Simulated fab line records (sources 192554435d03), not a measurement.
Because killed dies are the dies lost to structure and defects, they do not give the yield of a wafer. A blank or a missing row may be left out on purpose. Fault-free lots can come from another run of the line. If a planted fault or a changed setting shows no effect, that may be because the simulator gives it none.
fab line records	flow n5Finfet	part 1 of 2: steps 1 to 16 of 26
[record] lots = 5	wafers = 15	lastDay = 14
route steps=1938 shown BEOL_M2@874
lots that met no fault: from a run of the same line without faults
startH: hours from the record's opening day to when the first of the lot's shown wafers began	waitH: how many hours have passed since the lot's step before this one	" repeats the value in the row above	L1.1+2: a single row standing in for several wafers	- value missing, or start not given	* or withheld: withheld	< > ~ a bound
route shown NAME@n: NAME is a module with steps in the file, n the number in the route of the first one	usual: the fault-free wafers' mean and standard deviation	same: alike in all rows	chamber/n: place in a boat	sites: the reading at each site	_std_site: their standard deviation	_edge_site: the outer-site mean with the inner-site mean subtracted	radiusMm: how far each site lies from the wafer's centre	mask NAME#n: copy n	behind: the tool/chamber that last shaped the wafer	hold: why the lot was held/for how many hours/how that ended	device: the transistor (n, p or np) that didn't switch	end of line: the route-end tests of the same wafers	step lacking rows: just its recipe	killed: count of dies lost to structure and defects at first sort (not the wafer's yield)	map: a wafer's dies, x killed, . not, _ none there
set.NAME: setting as actually run; set.NAME@STEP: the setting as run at that earlier step	model.NAME: the simulator's own value behind a step, which no gauge read
certain route steps with their lots: each step a table, each wafer a row
services: the hour from which a tool's chamber was out of use, counted from the record's first day as startH (under 0 if before that day), plus the number of hours and why
[[steps]]
[step N5_BEOL_M2_PEB_26]
[recipe] pebTempC = 100	pebTimeS = 60	resist = CAR-EUV
[usual] exhaustPa = 44.9/0.83	plateTempC = 100.00/0.13
lot.wafer	tool	chamber	startH	waitH	exhaustPa	plateTempC
L076.1	lithoTrack-01	0	151.97	0.1	46.6	99.90
L076.3	"	0	"	"	44.8	99.84
L076.4	"	0	"	"	45.6	100.09
L078.2	lithoTrack-01	0	156.52	0.1	45.3	100.09
L078.4	"	0	"	"	45.8	100.04
L078.5	"	0	"	"	45.2	99.99
L081.2	lithoTrack-02	0	187.46	0.1	44.1	100.17
L081.3	"	0	"	"	43.7	99.97
L081.4	"	0	"	"	45.0	100.17
L082.2	lithoTrack-03	0	191.61	0.1	44.2	99.90
L082.3	"	0	"	"	44.1	99.90
L082.4	"	0	"	"	43.6	99.95
L083.1	lithoTrack-03	0	195.81	0.1	44.0	99.99
L083.5	"	0	"	"	45.9	100.03
L083.6	"	0	"	"	43.5	100.08
[step N5_BEOL_M2_DEVELOP_27]
[recipe] developTimeS = 30	developer = TMAH	resist = CAR-EUV	rinseLiquid = surfactantRinse	dry = airSpin	devTempC = 23
[usual] exhaustPa = 45.0/0.79
[same] developTimeS = 30
lot.wafer	tool	chamber	startH	waitH	exhaustPa
L076.1	lithoTrack-01	0	-	-	44.4
L076.3	"	0	"	"	46.5
L076.4	"	0	"	"	45.8
L078.2	lithoTrack-01	0	-	-	44.5
L078.4	"	0	"	"	44.4
L078.5	"	0	"	"	45.1
L081.2	lithoTrack-02	0	-	-	44.8
L081.3	"	0	"	"	47.0
L081.4	"	0	"	"	45.1
L082.2	lithoTrack-03	0	-	-	44.3
L082.3	"	0	"	"	43.4
L082.4	"	0	"	"	44.9
L083.1	lithoTrack-03	0	-	-	45.2
L083.5	"	0	"	"	46.4
L083.6	"	0	"	"	45.0
[step N5_BEOL_M2_CD_MEAS_28]
[recipe] targetCdNm = 26.2	landingEnergyEv = 500	detector = seInlens	targetCdYNm = 24.1	polarity = opening
[usual] cdNm = 26.13/0.24
lot.wafer	tool	chamber	startH	waitH	cdNm
L076.1	cdSem-02	0	152.04	-	26.28
L076.3	"	0	"	"	26.53
L076.4	"	0	"	"	26.41
L078.2	cdSem-03	0	156.59	-	26.47
L078.4	"	0	"	"	26.34
L078.5	"	0	"	"	26.28
L081.2	cdSem-02	0	187.53	-	26.28
L081.3	"	0	"	"	26.00
L081.4	"	0	"	"	25.84
L082.2	cdSem-02	0	191.68	-	25.92
L082.3	"	0	"	"	26.35
L082.4	"	0	"	"	26.33
L083.1	cdSem-03	0	195.87	-	25.74
L083.5	"	0	"	"	25.84
L083.6	"	0	"	"	25.89
[step N5_BEOL_M2_OVL_MEAS_29]
[recipe] pointsPerWafer = 522
[usual] V1_OVL = 0.1/0.71
[same] pointsPerWafer = 522
lot.wafer	tool	chamber	startH	waitH	V1_OVL[nm]
L076.1	overlay-01	0	152.07	0.0	0.8
L076.3	"	0	"	"	1.1
L076.4	"	0	"	"	-0.2
L078.2	overlay-02	0	156.63	0.0	1.2
L078.4	"	0	"	"	-1.3
L078.5	"	0	"	"	0.7
L081.2	overlay-02	0	187.57	0.0	0.5
L081.3	"	0	"	"	-0.1
L081.4	"	0	"	"	0.8
L082.2	overlay-02	0	191.72	0.0	0.2
L082.3	"	0	"	"	0.9
L082.4	"	0	"	"	0.2
L083.1	overlay-02	0	195.90	0.0	0.2
L083.5	"	0	"	"	0.0
L083.6	"	0	"	"	0.4
[step N5_BEOL_M2_INSPECT_30]
[recipe] mode = adi	inspectInstrument = brightfield
[usual] rawDefectCount = 410/93
lot.wafer	tool	chamber	startH	waitH	rawDefectCount
L076.1	defectInspect-01	-	152.13	0.1	567
L076.3	"	-	"	"	618
L076.4	"	-	"	"	463
L078.2	defectInspect-01	-	156.68	0.0	423
L078.4	"	-	"	"	385
L078.5	"	-	"	"	343
L081.2	defectInspect-01	-	187.62	0.0	443
L081.3	"	-	"	"	438
L081.4	"	-	"	"	500
L082.2	defectInspect-02	-	191.78	0.1	408
L082.3	"	-	"	"	383
L082.4	"	-	"	"	454
L083.1	defectInspect-01	-	195.96	0.1	396
L083.5	"	-	"	"	372
L083.6	"	-	"	"	455
[step N5_BEOL_M2_DESCUM_33]
[recipe] chemistry = O2	timeS = 7	sourcePowerW = 50	biasPowerW = 20	pressureMtorr = 20	rfFrequencyHz = 2.712e+07	tempC = 40	resist = CAR-EUV	o2FlowSccm = 225
[usual] drypumpMotorCurrentA = 5.9/0.5	oesProductAu = 0.80/0.075	rfVppV = 244.0/1.3	showerheadPlenumPTorr = 2.15/0.064	throttleValvePct = 20.4/0.36
lot.wafer	tool	chamber	startH	waitH	drypumpMotorCurrentA	oesProductAu	rfHoursCounterH	rfVppV	showerheadPlenumPTorr	throttleValvePct
L076.1	rieDiel-05	3	152.17	0.0	5.8	0.72	210	244.6	2.16	20.0
L076.3	"	0	"	"	6.2	0.92	23	245.6	2.23	20.1
L076.4	"	2	"	"	5.4	0.86	67	242.3	2.02	20.0
L078.2	rieDiel-06	1	156.71	0.0	6.5	0.87	41	244.5	2.20	20.2
L078.4	"	1	"	"	6.5	0.87	-	246.2	2.20	20.2
L078.5	"	0	"	"	6.3	0.73	-	243.3	2.18	20.7
L081.2	rieDiel-06	0	187.65	0.0	6.3	0.72	204	244.6	2.17	20.7
L081.3	"	1	"	"	6.5	0.85	51	244.3	2.20	20.2
L081.4	"	3	"	"	5.0	0.74	177	244.9	2.15	20.2
L082.2	rieDiel-06	2	191.81	0.0	5.9	0.98	5	242.8	2.04	20.0
L082.3	"	1	"	"	6.5	0.85	53	244.7	2.20	20.2
L082.4	"	3	"	"	5.0	0.74	179	244.7	2.15	20.3
L083.1	rieDiel-04	1	196.13	0.2	5.8	0.68	235	245.0	2.13	20.1
L083.5	"	3	"	"	6.3	0.82	-	241.9	2.13	20.2
L083.6	"	0	"	"	5.0	0.86	-	242.0	2.07	20.9
[step N5_BEOL_M2_ETCH_77]
[recipe] chemistry = N2/H2	target = underlayer	targetDepthA = 65	maskMaterial = CAR-EUV	timeS = 5.2	ionEnergyEv = 200	pressureMtorr = 30	sourceW = 840	biasW = 150	n2FlowSccm = 200	h2FlowSccm = 200	ends = cleared
[usual] drypumpMotorCurrentA = 5.9/0.5	etchRfOnTimeS = 5.15/0.12	n2FlowSccm = 199.9/0.61	oesProductAu = 0.68/0.062	rfVppV = 525.8/2.5	showerheadPlenumPTorr = 2.61/0.08	throttleValvePct = 17.8/0.33
lot.wafer	tool	chamber	startH	waitH	drypumpMotorCurrentA	etchRfOnTimeS	n2FlowSccm	oesProductAu	rfHoursCounterH	rfVppV	showerheadPlenumPTorr	throttleValvePct
L076.1	rieDiel-05	3	152.20	0.0	5.8	5.18	200.4	0.61	210	526.7	2.60	17.3
L076.3	"	0	"	"	6.2	5.16	199.6	0.77	23	526.0	2.67	17.3
L076.4	"	2	"	"	5.4	5.04	200.4	0.71	67	522.9	2.48	17.5
L078.2	rieDiel-06	1	156.76	0.0	6.5	4.85	199.5	0.74	41	525.7	2.68	17.6
L078.4	"	1	"	"	6.5	4.92	198.6	0.75	-	528.8	2.68	17.6
L078.5	"	0	"	"	6.3	5.22	199.3	0.62	-	526.6	2.64	18.2
L081.2	rieDiel-06	0	187.69	0.0	6.3	5.25	199.2	0.61	204	524.6	2.64	18.2
L081.3	"	1	"	"	6.5	5.01	199.3	0.73	51	526.7	2.68	17.6
L081.4	"	3	"	"	5.0	5.23	200.0	0.63	177	527.8	2.66	18.0
L082.2	rieDiel-06	2	191.85	0.0	5.9	5.23	199.9	0.83	5	522.6	2.47	17.2
L082.3	"	1	"	"	6.5	5.03	200.0	0.73	53	528.6	2.68	17.6
L082.4	"	3	"	"	5.0	5.20	199.3	0.63	179	527.8	2.66	18.0
L083.1	rieDiel-04	1	196.16	0.0	5.8	5.55	201.2	0.57	235	526.9	2.63	17.8
L083.5	"	3	"	"	6.3	5.16	200.6	0.70	-	523.8	2.59	17.8
L083.6	"	0	"	"	5.0	5.18	198.9	0.74	-	523.4	2.44	17.7
[step N5_BEOL_M2_ETCH_69]
[recipe] chemistry = CF4	target = SiARC	targetDepthA = 156	maskMaterial = CAR-EUV	timeS = 26	ionEnergyEv = 80	pressureMtorr = 40	sourceW = 545	biasW = 36	Ar_flow_sccm = 100	cf4FlowSccm = 100	ends = cleared
[usual] cf4FlowSccm = 100.03/0.26	drypumpMotorCurrentA = 5.9/0.5	etchRfOnTimeS = 25.7/0.69	oesProductAu = 0.68/0.064	rfVppV = 184.7/1.2	showerheadPlenumPTorr = 2.19/0.055	throttleValvePct = 15.55/0.23
lot.wafer	tool	chamber	startH	waitH	cf4FlowSccm	drypumpMotorCurrentA	etchRfOnTimeS	oesProductAu	rfHoursCounterH	rfVppV	showerheadPlenumPTorr	throttleValvePct
L076.1	rieDiel-05	3	152.22	0.0	100.02	5.9	26.2	0.62	210	186.0	2.20	15.35
L076.3	"	0	"	"	99.64	6.2	26.4	0.76	23	184.8	2.26	15.22
L076.4	"	2	"	"	100.06	5.4	25.2	0.72	67	183.4	2.11	15.41
L078.2	rieDiel-06	1	156.79	0.0	99.94	6.5	24.5	0.75	41	185.7	2.27	15.44
L078.4	"	1	"	"	100.20	6.5	24.5	0.75	-	186.9	2.26	15.42
L078.5	"	0	"	"	99.88	6.4	26.7	0.61	-	185.1	2.20	15.82
L081.2	rieDiel-06	0	187.70	0.0	100.26	6.4	26.5	0.61	204	185.1	2.20	15.81
L081.3	"	1	"	"	99.48	6.5	24.5	0.74	51	186.0	2.26	15.44
L081.4	"	3	"	"	99.87	5.0	26.1	0.64	177	186.0	2.20	15.46
L082.2	rieDiel-06	2	191.86	0.0	100.10	5.9	26.0	0.82	5	184.4	2.13	15.34
L082.3	"	1	"	"	99.92	6.5	24.3	0.73	53	185.1	2.26	15.46
L082.4	"	3	"	"	99.73	5.0	26.2	0.63	179	185.1	2.20	15.47
L083.1	rieDiel-04	1	196.18	0.0	99.98	5.8	27.0	0.57	235	184.5	2.21	15.59
L083.5	"	3	"	"	100.13	6.3	25.7	0.70	-	182.9	2.16	15.29
L083.6	"	0	"	"	100.04	4.9	25.6	0.74	-	183.0	2.08	15.74
[step N5_BEOL_M2_ALD_98]
[recipe] material = SiO2	targetThkA = 25	tempC = 100	aldPrecursorFamily = BDEAS	aldCoReactant = O2-plasma	pulseTimeS = 1	coReactantPulseTimeS = 1	purgeTimeS = 2	coReactantPurgeTimeS = 2	aldCycles = 17	pressureTorr = 2
[usual] heaterPowerW = 78/10	precursorPulseHeightRel = 0.998/0.02
lot.wafer	tool	chamber	startH	waitH	heaterPowerW	precursorPulseHeightRel
L076.1	aldSin-01	3	152.93	0.7	102	1.006
L076.3	"	0	"	"	86	0.982
L076.4	"	2	"	"	67	0.996
L078.2	aldSin-03	3	156.90	0.1	81	0.990
L078.4	"	2	"	"	65	0.954
L078.5	"	2	"	"	66	0.996
L081.2	aldSin-04	3	188.28	0.5	80	0.982
L081.3	"	1	"	"	78	0.986
L081.4	"	2	"	"	65	0.985
L082.2	aldSin-03	3	192.47	0.6	79	1.034
L082.3	"	2	"	"	66	0.994
L082.4	"	1	"	"	88	0.952
L083.1	aldSin-04	2	196.26	0.1	65	1.051
L083.5	"	0	"	"	83	0.982
L083.6	"	3	"	"	77	0.979
[step N5_BEOL_M2_ETCHBACK_99]
[recipe] chemistry = CHF3	target = SiO2	targetDepthA = 50	timeS = 10.4	sourceW = 215	biasW = 47	Ar_flow_sccm = 200	CHF3_flow_sccm = 12	ionEnergyEv = 100	pressureMtorr = 30
[usual] drypumpMotorCurrentA = 5.9/0.47	oes_f_703_au = 0.80/0.073	oesProductAu = 0.80/0.071	rfVppV = 241/4	showerheadPlenumPTorr = 2.20/0.068	throttleValvePct = 17.0/0.31
lot.wafer	tool	chamber	startH	waitH	drypumpMotorCurrentA	oes_f_703_au	oesProductAu	rfHoursCounterH	rfVppV	showerheadPlenumPTorr	throttleValvePct
L076.1	rieDiel-05	3	164.12	11.1	5.9	0.73	0.70	215	239	2.21	16.7
L076.3	"	0	"	"	6.2	0.90	0.88	28	239	2.27	16.6
L076.4	"	2	"	"	5.4	0.83	0.83	71	245	2.09	16.7
L078.2	rieDiel-05	3	164.48	7.5	5.8	0.73	0.71	215	240	2.21	16.7
L078.4	"	0	"	"	6.2	0.89	0.88	28	239	2.27	16.6
L078.5	"	1	"	"	5.8	0.75	0.75	-	242	2.26	17.6
L081.2	rieDiel-05	1	190.58	2.3	5.9	0.75	0.75	152	244	2.26	17.6
L081.3	"	2	"	"	5.4	0.82	0.84	80	243	2.09	16.7
L081.4	"	0	"	"	6.2	0.88	0.86	36	238	2.27	16.7
L082.2	rieDiel-05	1	197.21	4.7	5.8	0.74	0.75	154	242	2.26	17.6
L082.3	"	3	"	"	5.9	0.73	0.70	224	240	2.20	16.8
L082.4	"	0	"	"	6.2	0.88	0.86	38	237	2.27	16.7
L083.1	rieDiel-04	3	200.41	4.1	6.3	0.82	0.82	84	241	2.16	16.7
L083.5	"	2	"	"	6.3	0.81	0.79	-	239	2.27	17.1
L083.6	"	1	"	"	5.8	0.68	0.67	-	240	2.22	17.0
[step N5_BEOL_M2_ETCH_70]
[recipe] chemistry = N2/H2	target = SOC	targetDepthA = 800	overetchA = 240	maskMaterial = SiARC	tempC = 40	timeS = 130	ionEnergyEv = 200	pressureMtorr = 30	sourceW = 840	biasW = 150	n2FlowSccm = 200	h2FlowSccm = 200
[usual] drypumpMotorCurrentA = 5.9/0.46	n2FlowSccm = 199.9/0.61	oesProductAu = 0.59/0.051	rfVppV = 525.4/2.3	showerheadPlenumPTorr = 2.60/0.086	throttleValvePct = 17.7/0.34
lot.wafer	tool	chamber	startH	waitH	drypumpMotorCurrentA	n2FlowSccm	oesProductAu	rfHoursCounterH	rfVppV	showerheadPlenumPTorr	throttleValvePct
L076.1	rieDiel-05	3	164.15	0.0	5.9	200.6	0.52	215	526.0	2.60	17.3
L076.3	"	0	"	"	6.2	198.7	0.65	28	528.9	2.67	17.2
L076.4	"	2	"	"	5.4	198.7	0.61	71	522.8	2.48	17.5
L078.2	rieDiel-05	3	164.52	0.0	5.9	200.1	0.53	215	526.7	2.60	17.3
L078.4	"	0	"	"	6.2	200.0	0.65	28	527.6	2.67	17.3
L078.5	"	1	"	"	5.8	199.5	0.55	-	527.1	2.65	18.2
L081.2	rieDiel-05	1	190.62	0.0	5.9	199.8	0.54	152	526.5	2.65	18.2
L081.3	"	2	"	"	5.4	199.5	0.61	80	521.5	2.47	17.5
L081.4	"	0	"	"	6.2	199.4	0.64	36	527.7	2.67	17.3
L082.2	rieDiel-05	1	197.25	0.0	5.8	200.3	0.55	154	526.8	2.65	18.3
L082.3	"	3	"	"	5.9	201.0	0.52	224	526.2	2.59	17.3
L082.4	"	0	"	"	6.3	201.7	0.64	38	530.1	2.67	17.3
L083.1	rieDiel-04	3	200.44	0.0	6.3	199.5	0.60	84	524.8	2.59	17.7
L083.5	"	2	"	"	6.3	200.1	0.59	-	527.1	2.70	17.9
L083.6	"	1	"	"	5.8	200.5	0.51	-	525.1	2.63	17.8
[step N5_BEOL_M2_STRIP_71]
[recipe] chemistry = N2/H2	tempC = 40	n2FlowSccm = 200	h2FlowSccm = 200	rfFrequencyHz = 6e+07
lot.wafer	tool	chamber	startH	waitH
L076.1+3+4	rieDiel-05	3,0,2	164.24	0.0
L078.2+4+5	rieDiel-05	3,0,1	164.61	0.0
L081.2+3+4	rieDiel-05	1,2,0	190.71	0.0
L082.2+3+4	rieDiel-05	1,3,0	197.33	0.0
L083.1+5+6	rieDiel-04	3,2,1	200.53	0.0
[step N5_BEOL_M2_STRIP_78]
[recipe] chemistry = N2/H2	tempC = 40	n2FlowSccm = 200	h2FlowSccm = 200	rfFrequencyHz = 6e+07
lot.wafer	tool	chamber	startH	waitH
L076.1+3+4	rieDiel-05	3,0,2	164.25	0.0
L078.2+4+5	rieDiel-05	3,0,1	164.62	0.0
L081.2+3+4	rieDiel-05	1,2,0	190.72	0.0
L082.2+3+4	rieDiel-05	1,3,0	197.34	0.0
L083.1+5+6	rieDiel-04	3,2,1	200.54	0.0
[step N5_BEOL_M2_VIA_ETCH_34]
[recipe] chemistry = C4F6/O2	targetDepthA = 694	maskMaterial = SOC	pressureMtorr = 15	ionEnergyEv = 250	taperDeg = 4	timeS = 65.9	sourceW = 350	biasW = 170	Ar_flow_sccm = 300	C4F6_flow_sccm = 10	O2_flow_sccm = 10
[usual] drypumpMotorCurrentA = 5.9/0.46	oes_f_703_au = 0.80/0.074	oesProductAu = 0.80/0.071	rfVppV = 668/10	showerheadPlenumPTorr = 2.90/0.086	throttleValvePct = 30.7/0.48
lot.wafer	tool	chamber	startH	waitH	drypumpMotorCurrentA	oes_f_703_au	oesProductAu	rfHoursCounterH	rfVppV	showerheadPlenumPTorr	throttleValvePct
L076.1	rieDiel-05	3	164.26	0.0	5.8	0.73	0.71	215	666	2.91	29.9
L076.3	"	0	"	"	6.2	0.90	0.88	28	659	3.00	30.2
L076.4	"	2	"	"	5.4	0.83	0.84	71	676	2.76	30.4
L078.2	rieDiel-05	3	164.63	0.0	5.9	0.73	0.72	215	665	2.91	29.9
L078.4	"	0	"	"	6.2	0.91	0.89	28	659	3.00	30.2
L078.5	"	1	"	"	5.8	0.75	0.76	-	671	2.98	31.5
L081.2	rieDiel-05	1	190.73	0.0	5.8	0.75	0.75	153	670	2.97	31.5
L081.3	"	2	"	"	5.4	0.83	0.84	80	677	2.76	30.4
L081.4	"	0	"	"	6.2	0.89	0.86	36	660	2.99	30.2
L082.2	rieDiel-05	1	197.35	0.0	5.9	0.74	0.76	154	670	2.97	31.5
L082.3	"	3	"	"	5.8	0.73	0.71	225	664	2.91	29.9
L082.4	"	0	"	"	6.2	0.88	0.87	38	661	2.99	30.2
L083.1	rieDiel-04	3	200.55	0.0	6.3	0.83	0.82	84	668	2.86	30.3
L083.5	"	2	"	"	6.3	0.81	0.81	-	665	2.99	30.6
L083.6	"	1	"	"	5.8	0.67	0.67	-	661	2.92	30.5
[step N5_BEOL_M2_STRIP_83]
[recipe] chemistry = C4F6/O2	resist = SiARC	rfFrequencyHz = 6e+07
lot.wafer	tool	chamber	startH	waitH
L076.1+3+4	rieDiel-05	3,0,2	164.31	0.0
L078.2+4+5	rieDiel-05	3,0,1	164.68	0.0
L081.2+3+4	rieDiel-05	1,2,0	190.78	0.0
L082.2+3+4	rieDiel-05	1,3,0	197.40	0.0
L083.1+5+6	rieDiel-04	3,2,1	200.60	0.0
[step N5_BEOL_M2_STRIP_36]
[recipe] chemistry = N2/H2	powerW = 450	tempC = 40	pressureMtorr = 20	rfFrequencyHz = 6e+07	overashFraction = 0.3	biasPowerW = 7	h2Frac = 0.5	n2FlowSccm = 200	h2FlowSccm = 200
[usual] drypumpMotorCurrentA = 5.9/0.47	n2FlowSccm = 200.1/0.56	oesProductAu = 0.80/0.074	rfVppV = 59.5/1.4	showerheadPlenumPTorr = 2.59/0.086	throttleValvePct = 23.5/0.46
lot.wafer	tool	chamber	startH	waitH	drypumpMotorCurrentA	n2FlowSccm	oesProductAu	rfHoursCounterH	rfVppV	showerheadPlenumPTorr	throttleValvePct
L076.1	rieDiel-05	3	164.32	0.0	5.9	199.3	0.71	215	59.3	2.59	22.7
L076.3	"	0	"	"	6.2	200.3	0.90	28	61.1	2.67	22.9
L076.4	"	2	"	"	5.4	200.4	0.85	71	58.1	2.47	23.3
L078.2	rieDiel-05	3	164.69	0.0	5.8	200.2	0.71	215	59.1	2.59	22.7
L078.4	"	0	"	"	6.2	199.7	0.90	28	59.5	2.67	22.9
L078.5	"	1	"	"	5.9	199.9	0.75	-	62.6	2.65	24.1
L081.2	rieDiel-05	1	190.79	0.0	5.8	200.1	0.74	153	56.2	2.65	24.2
L081.3	"	2	"	"	5.4	199.3	0.83	80	56.4	2.47	23.3
L081.4	"	0	"	"	6.3	199.8	0.87	36	60.6	2.66	22.9
L082.2	rieDiel-05	1	197.41	0.0	5.8	198.9	0.74	154	60.4	2.65	24.1
L082.3	"	3	"	"	5.8	200.6	0.70	225	58.3	2.59	22.7
L082.4	"	0	"	"	6.2	199.6	0.87	38	59.3	2.66	22.9
L083.1	rieDiel-04	3	200.61	0.0	6.3	200.0	0.82	84	61.0	2.59	23.7
L083.5	"	2	"	"	6.3	199.7	0.81	-	62.3	2.70	23.7
L083.6	"	1	"	"	5.8	199.6	0.69	-	58.5	2.62	23.7
